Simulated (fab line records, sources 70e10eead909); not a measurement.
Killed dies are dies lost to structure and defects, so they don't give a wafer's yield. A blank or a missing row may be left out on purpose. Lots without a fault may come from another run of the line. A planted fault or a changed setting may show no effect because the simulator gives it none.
fab line records | flow nand_harc
record lots=24 wafers=72 last_day=25
route steps=1159 shown A_STAIRCASE@627
lots that met no fault: from a run of the same line without faults
start_h: hours from the record's first day to the start of the lot's first wafer shown | wait_h: hours since the lot's step before | " the same as in the row above | L1.1+2: a row that stands for several wafers | - no value, or no start given | * or withheld: withheld | < > ~ a bound
route shown NAME@n: a module of which the file shows steps, and the number in the route of the first | usual: mean/standard deviation of fault-free wafers | same: alike in all rows | chamber/n: place in a boat | sites: the reading at each site | _std_site: their standard deviation | _edge_site: outer sites' mean less inner sites' | radius_mm: how far each site lies from the wafer's centre | mask NAME#n: copy n | behind: the tool/chamber that last shaped the wafer | hold: why the lot was held/for how many hours/how that ended | device: the transistor (n, p or np) that didn't switch | end of line: the same wafers' tests at the end of the route | a step without rows: its recipe alone | killed: dies lost to structure and defects at the first sort, not the wafer's yield | map: a wafer's dies, x killed, . not, _ none there
set.NAME: the setting as run; set.NAME@STEP: as run at that earlier step | model.NAME: the simulator's own value behind a step, which no gauge read
steps of the route over a sample of lots; a table a step, a row a wafer
services: from which hour (start_h, from the record's first day; less than 0 if before it) a tool's chamber was out of use, for how many hours, and why
## steps
# step NHARC_A_STAIRCASE_TRIM_233
# recipe time_s=211.2 o2_flow_sccm=500 ar_flow_sccm=0 bias_w=0 chemistry=O2
# usual drypump_motor_current_A=5.8/0.46 oes_product_au=1.004/0.009 rf_vpp_V=57.9/1 showerhead_plenum_p_Torr=3.58/0.15 throttle_valve_pct=17.038/0.0094
# columns lot.wafer tool chamber start_h wait_h drypump_motor_current_A oes_product_au rf_hours_counter_h rf_vpp_V showerhead_plenum_p_Torr throttle_valve_pct
L074.3 rie_diel-05 3 - - 5.0 1.019 27 58.4 3.67 17.042
L074.2 " 1 " " 6.1 1.009 28 56.5 3.56 17.043
L074.5 " 2 " " 6.3 1.007 - 57.4 3.79 17.036
L076.4 rie_diel-04 1 - - 5.9 0.998 59 57.7 3.33 17.036
L076.5 " 3 " " 5.9 1.006 - 56.0 3.59 17.047
L076.6 " 0 " " 6.3 0.997 - 56.6 3.65 17.041
L077.1 rie_diel-05 1 - - 6.1 1.014 35 58.8 3.55 17.040
L077.4 " 2 " " 6.3 1.000 36 59.4 3.79 17.028
L077.6 " 1 " " 6.1 1.001 - 57.0 3.55 17.027
L075.2 rie_diel-04 1 - - 5.9 0.990 59 56.8 3.33 17.027
L075.3 " 3 " " 5.9 0.996 43 56.7 3.59 17.039
L075.4 " 0 " " 6.3 0.993 55 58.5 3.65 17.044
L078.2 rie_diel-04 3 - - 5.9 1.009 47 58.3 3.59 17.038
L078.3 " 0 " " 6.3 0.995 59 57.1 3.65 17.022
L078.6 " 2 " " 6.0 0.992 - 56.5 3.52 17.041
L079.3 rie_diel-07 1 - - 6.1 1.002 15 56.7 3.32 17.030
L079.1 " 3 " " 5.7 1.013 10 57.2 3.80 17.055
L079.6 " 0 " " 5.3 0.998 - 57.1 3.47 17.037
L081.2 rie_diel-04 2 - - 6.0 1.004 68 56.9 3.51 17.027
L081.4 " 0 " " 6.3 0.994 65 56.7 3.65 17.040
L081.5 " 1 " " 5.9 0.990 - 56.6 3.32 17.045
L082.3 rie_diel-05 1 - - 6.1 1.015 46 57.8 3.55 17.051
L082.5 " 2 " " 6.3 0.999 - 60.0 3.78 17.055
L082.6 " 3 " " 5.0 1.015 - 57.7 3.65 17.047
L080.4 rie_diel-05 2 - - 6.3 1.006 49 58.8 3.78 17.040
L080.3 " 3 " " 5.0 1.010 49 58.4 3.65 17.035
L080.2 " 0 " " 5.3 0.992 48 59.4 3.74 17.040
L083.1 rie_diel-05 3 - - 5.0 1.020 52 58.9 3.65 17.027
L083.6 " 2 " " 6.3 1.011 - 58.3 3.78 17.049
L083.5 " 3 " " 5.0 1.010 - 57.7 3.65 17.031
L085.3 rie_diel-05 2 - - 6.3 1.003 53 58.9 3.78 17.029
L085.2 " 0 " " 5.3 0.998 52 58.1 3.74 17.041
L085.4 " 1 " " 6.1 1.013 53 58.2 3.54 17.035
L084.4 rie_diel-07 0 - - 5.3 0.978 25 58.0 3.46 17.017
L084.6 " 2 " " 4.9 1.000 - 58.0 3.52 17.051
L084.5 " 3 " " 5.6 1.006 - 59.0 3.79 17.036
L086.2 rie_diel-04 1 - - 5.9 1.020 10 57.6 3.32 17.020
L086.4 " 2 " " 5.9 0.991 10 57.5 3.51 17.034
L086.1 " 3 " " 5.9 1.004 10 58.3 3.58 17.039
L087.1 rie_diel-05 0 - - 5.3 0.997 57 58.8 3.74 17.046
L087.4 " 2 " " 6.3 1.010 59 58.5 3.77 17.039
L087.5 " 3 " " 5.0 1.007 - 57.5 3.65 17.029
L089.3 rie_diel-04 1 - - 5.9 1.011 13 59.3 3.32 17.028
L089.4 " 2 " " 5.9 1.002 13 58.4 3.51 17.035
L089.5 " 2 " " 5.9 0.984 - 58.3 3.51 17.043
L088.2 rie_diel-07 1 - - 6.0 1.003 29 56.1 3.32 17.052
L088.4 " 2 " " 4.9 1.007 39 55.9 3.51 17.039
L088.3 " 3 " " 5.7 0.998 33 58.8 3.79 17.033
L091.4 rie_diel-07 2 - - 4.9 0.995 47 58.3 3.51 17.034
L091.1 " 3 " " 5.7 0.994 41 58.8 3.78 17.058
L091.3 " 0 " " 5.3 0.999 41 59.1 3.45 17.031
L090.1 rie_diel-04 3 - - 5.9 0.997 21 60.2 3.58 17.033
L090.6 " 2 " " 5.9 0.998 - 56.6 3.50 17.020
L090.5 " 3 " " 5.9 0.999 - 56.3 3.58 17.042
L092.1 rie_diel-05 2 - - 6.3 1.007 2 58.9 3.77 17.029
L092.2 " 3 " " 5.0 1.011 2 56.8 3.64 17.047
L092.5 " 1 " " 6.1 1.005 - 59.1 3.54 17.051
L093.4 rie_diel-04 3 - - 5.9 1.003 23 59.1 3.58 17.037
L093.1 " 1 " " 5.9 1.026 21 58.4 3.31 17.037
L093.6 " 0 " " 6.3 1.017 - 59.9 3.63 17.026
L094.4 rie_diel-04 3 - - 5.9 1.000 27 57.4 3.57 17.036
L094.2 " 1 " " 5.9 1.018 24 57.9 3.31 17.029
L094.3 " 2 " " 6.0 0.995 26 58.0 3.50 17.035
L095.1 rie_diel-04 3 - - 5.9 1.005 28 57.5 3.57 17.041
L095.2 " 0 " " 6.3 0.997 26 56.9 3.63 17.047
L095.4 " 1 " " 5.9 1.024 24 57.9 3.31 17.038
L097.3 rie_diel-05 0 - - 5.3 1.005 11 58.9 3.73 17.032
L097.5 " 0 " " 5.3 1.000 - 58.2 3.73 17.038
L097.6 " 1 " " 6.1 1.001 - 57.6 3.53 17.053
L096.1 rie_diel-07 1 - - 6.1 1.000 51 57.4 3.31 17.035
L096.3 " 2 " " 4.9 1.011 62 57.5 3.50 17.037
L096.4 " 3 " " 5.7 1.016 56 58.8 3.78 17.036
# step NHARC_A_STAIRCASE_ETCH_253
# recipe target_depth_a=500 time_s=20.2 ion_energy_ev=400 c4f8_flow_sccm=20 o2_flow_sccm=10 ar_flow_sccm=withheld rf_w=600 bias_w=1000 chemistry=C4F8/O2
# usual oes_product_au=0.958/0.016 rf_vpp_V=898/5.2
# columns lot.wafer tool chamber start_h wait_h oes_product_au rf_hours_counter_h rf_vpp_V
L074.2 rie_diel-05 2 243.29 0.1 0.973 29 906
L074.3 " 3 " " 0.983 28 901
L074.5 " 2 " " 0.972 - 906
L076.4 rie_diel-05 2 264.02 0.1 0.971 36 904
L076.5 " 3 " " 0.989 - 902
L076.6 " 0 " " 0.951 - 903
L077.4 rie_diel-04 2 264.30 0.1 0.950 59 896
L077.1 " 3 " " 0.959 43 898
L077.6 " 2 " " 0.957 - 895
L075.3 rie_diel-07 1 265.94 0.1 0.944 10 888
L075.2 " 2 " " 0.949 11 896
L075.4 " 2 " " 0.938 - 894
L078.2 rie_diel-07 1 276.46 0.1 0.955 15 888
L078.3 " 2 " " 0.953 15 895
L078.6 " 3 " " 0.963 - 906
L079.3 rie_diel-05 3 278.95 0.1 0.993 41 899
L079.1 " 0 " " 0.968 39 905
L079.6 " 3 " " 0.993 - 902
L081.4 rie_diel-05 0 289.78 0.1 0.939 45 903
L081.2 " 3 " " 0.980 46 900
L081.5 " 0 " " 0.939 - 905
L082.3 rie_diel-05 0 293.52 0.1 0.969 47 904
L082.5 " 3 " " 0.971 - 900
L082.6 " 0 " " 0.973 - 904
L080.3 rie_diel-04 2 299.42 0.1 0.972 0 895
L080.2 " 3 " " 0.962 0 897
L080.4 " 2 " " 0.964 - 898
L083.1 rie_diel-04 0 306.81 0.1 0.982 3 900
L083.5 " 0 " " 0.981 - 901
L083.6 " 1 " " 0.976 - 889
L085.2 rie_diel-04 0 309.64 0.1 0.964 3 899
L085.3 " 1 " " 0.985 3 889
L085.4 " 2 " " 0.972 3 894
L084.4 rie_diel-04 1 311.77 0.1 0.969 4 889
L084.5 " 1 " " 0.966 - 889
L084.6 " 2 " " 0.958 - 895
L086.1 rie_diel-04 0 326.59 0.1 0.959 10 900
L086.2 " 1 " " 0.953 10 889
L086.4 " 2 " " 0.959 10 895
L087.4 rie_diel-04 0 327.23 0.1 0.934 10 900
L087.1 " 2 " " 0.935 11 896
L087.5 " 0 " " 0.942 - 900
L089.4 rie_diel-04 2 334.78 0.1 0.958 13 896
L089.3 " 0 " " 0.946 13 901
L089.5 " 3 " " 0.948 - 899
L088.3 rie_diel-04 1 335.37 0.1 0.963 13 888
L088.2 " 2 " " 0.953 13 894
L088.4 " 3 " " 0.973 13 899
L091.4 rie_diel-04 3 351.53 0.1 0.933 22 897
L091.3 " 0 " " 0.935 20 901
L091.1 " 1 " " 0.938 20 887
L090.1 rie_diel-07 1 352.27 0.1 0.974 38 887
L090.5 " 3 " " 0.947 - 905
L090.6 " 0 " " 0.964 - 893
L092.1 rie_diel-05 2 357.78 0.2 0.950 3 905
L092.2 " 1 " " 0.945 5 897
L092.5 " 3 " " 0.964 - 899
L093.1 rie_diel-04 0 357.93 1.5 0.949 24 900
L093.4 " 2 " " 0.935 24 894
L093.6 " 3 " " 0.946 - 897
L094.3 rie_diel-05 1 365.12 0.1 0.970 6 896
L094.2 " 2 " " 0.980 5 907
L094.4 " 3 " " 0.974 5 900
L095.1 rie_diel-05 0 366.29 0.1 0.962 7 902
L095.2 " 1 " " 0.955 6 896
L095.4 " 3 " " 0.973 5 899
L097.3 rie_diel-05 3 380.79 0.2 0.941 12 899
L097.6 " 3 " " 0.939 - 900
L097.5 " 0 " " 0.921 - 904
L096.1 rie_diel-05 0 389.26 0.3 0.934 17 902
L096.4 " 2 " " 0.933 15 905
L096.3 " 3 " " 0.933 15 899
# step NHARC_A_STAIRCASE_DEP_259
# recipe target_thk_a=300 target_thk_nm=30 temp_c=400 pressure_torr=3.5 flow_sccm=200 rf_w=350 material=SiON
# usual heater_power_w=735/110
# columns lot.wafer tool chamber start_h wait_h heater_power_w
L074.2 pecvd-03 1 246.04 1.2 809
L074.3 " 2 " " 708
L074.5 " 0 " " 769
L076.4 pecvd-02 2 266.88 0.7 666
L076.5 " 0 " " 552
L076.6 " 1 " " 871
L077.1 pecvd-01 0 268.34 1.6 643
L077.6 " 1 " " 722
L077.4 " 0 " " 646
L075.2 pecvd-03 2 268.85 1.4 639
L075.3 " 1 " " 764
L075.4 " 1 " " 759
L078.2 pecvd-02 1 279.49 1.3 851
L078.3 " 2 " " 747
L078.6 " 0 " " 604
L079.3 pecvd-02 1 281.76 1.0 807
L079.1 " 2 " " 781
L079.6 " 2 " " 797
L081.2 pecvd-01 0 292.73 1.3 522
L081.5 " 0 " " 525
L081.4 " 1 " " 756
L082.3 pecvd-02 1 296.31 1.0 825
L082.5 " 1 " " 842
L082.6 " 2 " " 789
L080.2 pecvd-02 0 304.02 1.4 582
L080.3 " 1 " " 887
L080.4 " 1 " " 863
L083.1 pecvd-03 0 309.62 1.6 715
L083.6 " 1 " " 709
L083.5 " 0 " " 719
L085.2 pecvd-01 2 313.05 1.3 879
L085.3 " 1 " " 730
L085.4 " 1 " " 748
L084.6 pecvd-02 0 315.62 0.1 525
L084.5 " 1 " " 817
L084.4 " 2 " " 809
L086.1 pecvd-02 1 329.38 1.6 791
L086.2 " 2 " " 788
L086.4 " 1 " " 783
L087.1 pecvd-02 0 330.07 1.6 601
L087.5 " 1 " " 748
L087.4 " 2 " " 793
L089.3 pecvd-03 0 338.70 1.1 726
L089.5 " 0 " " 718
L089.4 " 2 " " 716
L088.3 pecvd-01 2 339.08 1.1 958
L088.2 " 1 " " 732
L088.4 " 2 " " 948
L091.1 pecvd-03 0 354.31 1.6 812
L091.3 " 1 " " 755
L091.4 " 0 " " 806
L090.1 pecvd-03 2 355.07 1.6 672
L090.5 " 1 " " 723
L090.6 " 2 " " 673
L092.1 pecvd-01 2 363.82 1.5 815
L092.2 " 1 " " 710
L092.5 " 2 " " 848
L093.1 pecvd-03 0 365.68 1.6 743
L093.4 " 1 " " 800
L093.6 " 0 " " 737
L094.2 pecvd-02 1 369.37 1.2 926
L094.3 " 2 " " 726
L094.4 " 1 " " 743
L095.1 pecvd-02 2 371.57 1.6 727
L095.2 " 1 " " 815
L095.4 " 2 " " 728
L097.3 pecvd-02 0 384.25 0.9 593
L097.5 " 1 " " 825
L097.6 " 2 " " 779
L096.1 pecvd-02 2 392.15 1.5 839
L096.3 " 1 " " 885
L096.4 " 2 " " 842
# step NHARC_A_STAIRCASE_DEP_301
# recipe target_thk_a=300 target_thk_nm=30 temp_c=400 pressure_torr=3.5 flow_sccm=200 rf_w=350 material=SiON
# usual heater_power_w=745/110
# columns lot.wafer tool chamber start_h wait_h heater_power_w
L074.2 pecvd-03 2 251.14 1.3 659
L074.3 " 1 " " 835
L074.5 " 0 " " 766
L076.4 pecvd-01 2 272.03 0.7 933
L076.6 " 0 " " 602
L076.5 " 1 " " 666
L075.2 pecvd-03 2 276.03 1.6 782
L075.3 " 1 " " 805
L075.4 " 2 " " 619
L077.1 pecvd-02 2 277.34 1.8 759
L077.6 " 2 " " 788
L077.4 " 1 " " 773
L078.3 pecvd-01 2 284.63 0.9 930
L078.2 " 0 " " 642
L078.6 " 2 " " 899
L079.3 pecvd-02 1 288.43 0.9 730
L079.1 " 2 " " 751
L079.6 " 0 " " 564
L081.2 pecvd-02 2 298.80 1.9 753
L081.4 " 0 " " 566
L081.5 " 1 " " 867
L082.3 pecvd-02 0 303.12 1.0 613
L082.5 " 0 " " 609
L082.6 " 1 " " 814
L080.3 pecvd-01 1 309.18 0.9 749
L080.2 " 2 " " 827
L080.4 " 2 " " 813
L083.1 pecvd-01 0 315.75 1.6 642
L083.5 " 1 " " 681
L083.6 " 2 " " 943
L085.3 pecvd-01 0 319.28 1.1 615
L085.2 " 2 " " 842
L085.4 " 2 " " 836
L084.5 pecvd-03 2 322.69 0.4 749
L084.4 " 0 " " 798
L084.6 " 1 " " 882
L086.2 pecvd-03 0 335.83 1.7 873
L086.1 " 2 " " 733
L086.4 " 0 " " 852
L087.1 pecvd-01 1 337.25 1.6 705
L087.4 " 2 " " 838
L087.5 " 1 " " 698
L089.3 pecvd-03 2 344.61 1.0 715
L089.4 " 1 " " 849
L089.5 " 0 " " 727
L088.2 pecvd-01 2 344.71 1.3 978
L088.3 " 0 " " 609
L088.4 " 1 " " 711
L091.1 pecvd-02 0 364.27 1.6 561
L091.3 " 1 " " 790
L091.4 " 1 " " 799
L090.1 pecvd-02 1 366.15 1.6 858
L090.6 " 0 " " 570
L090.5 " 1 " " 897
L092.1 pecvd-01 1 371.28 1.6 733
L092.2 " 0 " " 611
L092.5 " 2 " " 909
L093.1 pecvd-03 0 372.93 1.6 840
L093.4 " 0 " " 845
L093.6 " 1 " " 861
L094.2 pecvd-01 0 377.03 1.3 567
L094.3 " 1 " " 733
L094.4 " 2 " " 948
L095.1 pecvd-02 1 378.87 1.6 860
L095.2 " 0 " " 535
L095.4 " 0 " " 540
L097.3 pecvd-01 0 389.59 1.0 639
L097.6 " 1 " " 728
L097.5 " 2 " " 800
L096.1 pecvd-03 2 397.85 1.6 710
L096.3 " 0 " " 754
L096.4 " 2 " " 728
# step NHARC_A_STAIRCASE_ETCH_313
# recipe cf4_flow_sccm=100 chf3_flow_sccm=30 ar_flow_sccm=0 rf_w=500 bias_w=200 chemistry=CF4/CHF3
# usual drypump_motor_current_A=5.6/0.48 oes_product_au=0.942/0.021 rf_vpp_V=371.1/2.3 showerhead_plenum_p_Torr=1.59/0.07 throttle_valve_pct=16.801/0.0091
# columns lot.wafer tool chamber start_h wait_h drypump_motor_current_A oes_product_au rf_hours_counter_h rf_vpp_V showerhead_plenum_p_Torr throttle_valve_pct
L074.2 rie_diel-07 2 252.23 0.1 4.9 0.924 6 370.9 1.58 16.801
L074.3 " 0 " " 5.3 0.928 5 370.5 1.55 16.818
L074.5 " 2 " " 4.9 0.926 - 370.0 1.57 16.796
L076.4 rie_diel-05 0 272.91 0.1 5.3 0.927 38 372.2 1.67 16.788
L076.5 " 3 " " 5.0 0.944 - 372.1 1.63 16.800
L076.6 " 0 " " 5.3 0.917 - 373.4 1.67 16.819
L075.4 rie_diel-07 0 277.11 0.1 5.3 0.974 9 369.7 1.55 16.813
L075.2 " 1 " " 6.1 0.984 15 366.8 1.48 16.797
L075.3 " 2 " " 4.8 0.961 15 370.9 1.57 16.804
L077.1 rie_diel-07 3 278.41 0.1 5.6 0.987 11 373.0 1.70 16.793
L077.4 " 2 " " 4.8 0.965 16 370.8 1.57 16.790
L077.6 " 0 " " 5.3 0.987 - 370.8 1.55 16.805
L078.2 rie_diel-05 2 285.94 0.2 6.4 0.924 44 373.5 1.69 16.800
L078.3 " 3 " " 5.0 0.945 44 373.6 1.63 16.796
L078.6 " 2 " " 6.4 0.932 - 373.3 1.69 16.785
L079.1 rie_diel-07 0 289.53 0.1 5.3 0.916 14 369.3 1.55 16.793
L079.3 " 2 " " 4.8 0.932 19 371.1 1.57 16.804
L079.6 " 2 " " 4.9 0.927 - 372.3 1.57 16.820
L081.2 rie_diel-04 0 299.72 0.1 6.3 0.975 0 372.3 1.63 16.788
L081.4 " 3 " " 5.8 0.947 - 371.4 1.60 16.800
L081.5 " 2 " " 5.9 0.950 - 370.0 1.57 16.795
L082.3 rie_diel-07 0 304.19 0.1 5.3 0.953 23 369.6 1.54 16.797
L082.6 " 0 " " 5.3 0.970 - 370.0 1.54 16.793
L082.5 " 2 " " 4.9 0.964 - 370.7 1.57 16.809
L080.4 rie_diel-04 0 310.24 0.1 6.3 0.960 3 371.4 1.63 16.803
L080.2 " 1 " " 5.8 0.984 3 368.1 1.48 16.803
L080.3 " 3 " " 5.8 0.955 3 370.6 1.60 16.816
L083.1 rie_diel-04 3 317.24 0.2 5.9 0.931 7 370.8 1.60 16.787
L083.5 " 3 " " 5.9 0.925 - 371.4 1.60 16.806
L083.6 " 0 " " 6.3 0.938 - 372.6 1.63 16.804
L085.2 rie_diel-07 1 320.34 0.1 6.0 0.929 24 367.2 1.48 16.798
L085.3 " 2 " " 4.9 0.922 33 370.8 1.57 16.795
L085.4 " 3 " " 5.6 0.923 28 375.5 1.69 16.796
L084.4 rie_diel-07 3 323.68 0.1 5.7 0.925 29 373.7 1.69 16.797
L084.6 " 1 " " 6.0 0.931 - 367.8 1.48 16.824
L084.5 " 2 " " 4.9 0.936 - 370.4 1.57 16.802
L086.1 rie_diel-05 0 336.89 0.1 5.3 0.917 61 374.6 1.67 16.800
L086.2 " 1 " " 6.1 0.923 63 370.7 1.58 16.797
L086.4 " 3 " " 5.0 0.933 60 373.4 1.63 16.799
L087.1 rie_diel-05 1 338.30 0.1 6.1 0.988 63 371.5 1.58 16.815
L087.4 " 2 " " 6.4 0.976 63 374.8 1.68 16.804
L087.5 " 2 " " 6.3 0.975 - 374.6 1.68 16.799
L089.3 rie_diel-04 2 345.53 0.1 6.0 0.923 18 371.2 1.56 16.790
L089.4 " 3 " " 5.8 0.921 18 371.3 1.60 16.798
L089.5 " 2 " " 6.0 0.923 - 371.5 1.56 16.801
L088.4 rie_diel-07 0 346.11 0.3 5.3 0.929 39 369.4 1.54 16.806
L088.2 " 1 " " 6.0 0.921 34 367.1 1.48 16.798
L088.3 " 2 " " 4.9 0.932 44 370.0 1.57 16.791
L091.3 rie_diel-04 1 365.37 0.1 5.8 0.942 25 367.2 1.47 16.792
L091.1 " 2 " " 5.9 0.916 26 371.0 1.56 16.798
L091.4 " 3 " " 5.9 0.924 28 370.4 1.59 16.809
L090.1 rie_diel-04 2 367.16 0.1 5.9 0.980 27 369.4 1.56 16.800
L090.6 " 2 " " 6.0 0.975 - 369.4 1.56 16.806
L090.5 " 3 " " 5.8 0.955 - 370.4 1.59 16.803
L092.2 rie_diel-07 1 372.22 0.1 6.0 0.927 45 366.6 1.47 16.826
L092.1 " 2 " " 4.8 0.929 55 371.1 1.56 16.790
L092.5 " 1 " " 6.0 0.937 - 367.6 1.47 16.794
L093.4 rie_diel-07 2 374.08 0.1 4.8 0.924 56 372.3 1.56 16.800
L093.1 " 3 " " 5.7 0.934 50 375.2 1.69 16.806
L093.6 " 3 " " 5.7 0.925 - 374.2 1.69 16.807
L094.3 rie_diel-05 3 378.16 0.3 5.0 0.927 10 373.3 1.62 16.806
L094.2 " 0 " " 5.3 0.915 11 374.0 1.66 16.806
L094.4 " 1 " " 6.1 0.929 11 370.0 1.57 16.775
L095.4 rie_diel-04 2 379.97 0.1 5.9 0.923 30 371.3 1.56 16.793
L095.1 " 3 " " 5.8 0.925 32 372.0 1.59 16.789
L095.2 " 0 " " 6.3 0.929 30 372.3 1.62 16.800
L097.3 rie_diel-05 2 390.70 0.2 6.3 0.957 15 374.2 1.68 16.808
L097.5 " 3 " " 5.0 0.948 - 372.2 1.62 16.799
L097.6 " 0 " " 5.3 0.943 - 372.3 1.66 16.794
L096.3 rie_diel-07 1 399.04 0.1 6.1 0.959 56 367.3 1.47 16.804
L096.1 " 3 " " 5.7 0.959 60 373.9 1.68 16.809
L096.4 " 0 " " 5.3 0.963 60 368.4 1.53 16.812
# step NHARC_A_STAIRCASE_ETCH_315
# recipe target_depth_a=25000 time_s=607.1 ion_energy_ev=800 c4f8_flow_sccm=80 o2_flow_sccm=60 ar_flow_sccm=withheld rf_w=600 bias_w=3000 chemistry=C4F8/O2/Ar
# usual oes_product_au=0.935/0.01 rf_vpp_V=1829/11
# columns lot.wafer tool chamber start_h wait_h oes_product_au rf_hours_counter_h rf_vpp_V
L074.2 rie_diel-07 3 - - 0.936 5 1847
L074.3 " 0 " " 0.930 5 1823
L074.5 " 3 " " 0.930 - 1847
L076.4 rie_diel-05 3 - - 0.946 39 1835
L076.6 " 2 " " 0.932 - 1845
L076.5 " 3 " " 0.938 - 1836
L075.3 rie_diel-07 0 - - 0.948 10 1824
L075.2 " 1 " " 0.948 15 1811
L075.4 " 2 " " 0.939 15 1826
L077.4 rie_diel-07 2 - - 0.934 16 1828
L077.1 " 1 " " 0.944 16 1811
L077.6 " 3 " " 0.953 - 1845
L078.2 rie_diel-05 0 - - 0.922 43 1844
L078.3 " 1 " " 0.934 44 1828
L078.6 " 1 " " 0.933 - 1829
L079.3 rie_diel-07 2 - - 0.941 19 1828
L079.1 " 3 " " 0.941 14 1847
L079.6 " 0 " " 0.928 - 1822
L081.2 rie_diel-04 1 - - 0.954 0 1810
L081.4 " 2 " " 0.928 0 1825
L081.5 " 0 " " 0.942 - 1836
L082.3 rie_diel-07 2 - - 0.951 27 1827
L082.6 " 0 " " 0.939 - 1822
L082.5 " 2 " " 0.936 - 1826
L080.2 rie_diel-04 3 - - 0.916 3 1831
L080.3 " 0 " " 0.937 4 1835
L080.4 " 1 " " 0.939 3 1812
L083.1 rie_diel-04 3 - - 0.926 8 1831
L083.6 " 0 " " 0.938 - 1836
L083.5 " 1 " " 0.942 - 1810
L085.3 rie_diel-07 1 - - 0.932 24 1811
L085.2 " 3 " " 0.936 28 1845
L085.4 " 0 " " 0.917 28 1823
L084.4 rie_diel-07 2 - - 0.931 35 1825
L084.5 " 0 " " 0.916 - 1821
L084.6 " 1 " " 0.933 - 1811
L086.4 rie_diel-05 0 - - 0.912 61 1843
L086.2 " 1 " " 0.955 63 1828
L086.1 " 2 " " 0.924 62 1844
L087.4 rie_diel-05 0 - - 0.928 62 1842
L087.1 " 1 " " 0.935 64 1827
L087.5 " 0 " " 0.942 - 1843
L088.3 rie_diel-07 2 - - 0.930 45 1826
L088.4 " 3 " " 0.938 40 1844
L088.2 " 0 " " 0.941 39 1821
L089.3 rie_diel-04 2 - - 0.922 20 1826
L089.4 " 1 " " 0.927 18 1810
L089.5 " 2 " " 0.924 - 1826
L091.4 rie_diel-04 3 - - 0.921 28 1831
L091.1 " 1 " " 0.947 25 1810
L091.3 " 2 " " 0.930 26 1824
L090.1 rie_diel-04 0 - - 0.941 27 1836
L090.5 " 2 " " 0.948 - 1824
L090.6 " 3 " " 0.940 - 1830
L092.1 rie_diel-07 2 - - 0.924 55 1826
L092.2 " 3 " " 0.939 50 1845
L092.5 " 1 " " 0.937 - 1810
L093.4 rie_diel-07 2 - - 0.935 56 1825
L093.1 " 3 " " 0.951 50 1844
L093.6 " 3 " " 0.932 - 1844
L094.3 rie_diel-05 3 - - 0.917 10 1835
L094.4 " 0 " " 0.926 12 1842
L094.2 " 1 " " 0.927 12 1828
L095.1 rie_diel-04 2 - - 0.934 31 1826
L095.2 " 0 " " 0.942 30 1834
L095.4 " 1 " " 0.946 28 1812
L097.3 rie_diel-05 1 - - 0.917 18 1827
L097.5 " 0 " " 0.930 - 1841
L097.6 " 1 " " 0.929 - 1827
L096.1 rie_diel-07 3 - - 0.931 61 1845
L096.3 " 0 " " 0.928 60 1821
L096.4 " 2 " " 0.921 68 1825
## services
# columns tool chamber start_h hours kind
rie_diel-04 0 218.92 - clean
rie_diel-04 1 218.92 - clean
rie_diel-04 2 218.92 - clean
rie_diel-04 3 218.92 - clean
rie_diel-07 - 228.70 9.0 pm
pecvd-01 - 237.10 13.0 pm
pecvd-02 0 237.98 7.2 repair
rie_diel-04 0 243.42 - clean
rie_diel-04 1 243.42 - clean
rie_diel-04 2 243.42 - clean
rie_diel-04 3 243.42 - clean
rie_diel-05 0 250.14 1.2 repair
rie_diel-07 3 259.11 11.9 repair
rie_diel-07 0 266.82 8.3 repair
rie_diel-04 1 269.64 10.0 repair
pecvd-01 0 273.46 5.9 repair
rie_diel-07 1 284.16 23.1 repair
rie_diel-04 - 288.90 9.0 pm
pecvd-03 - 292.16 13.0 pm
pecvd-02 - 334.33 13.0 pm
rie_diel-05 - 340.63 9.0 pm
pecvd-03 2 366.81 7.3 repair
rie_diel-05 0 394.89 4.7 repair
rie_diel-07 3 395.32 2.2 repair
## key
fault none
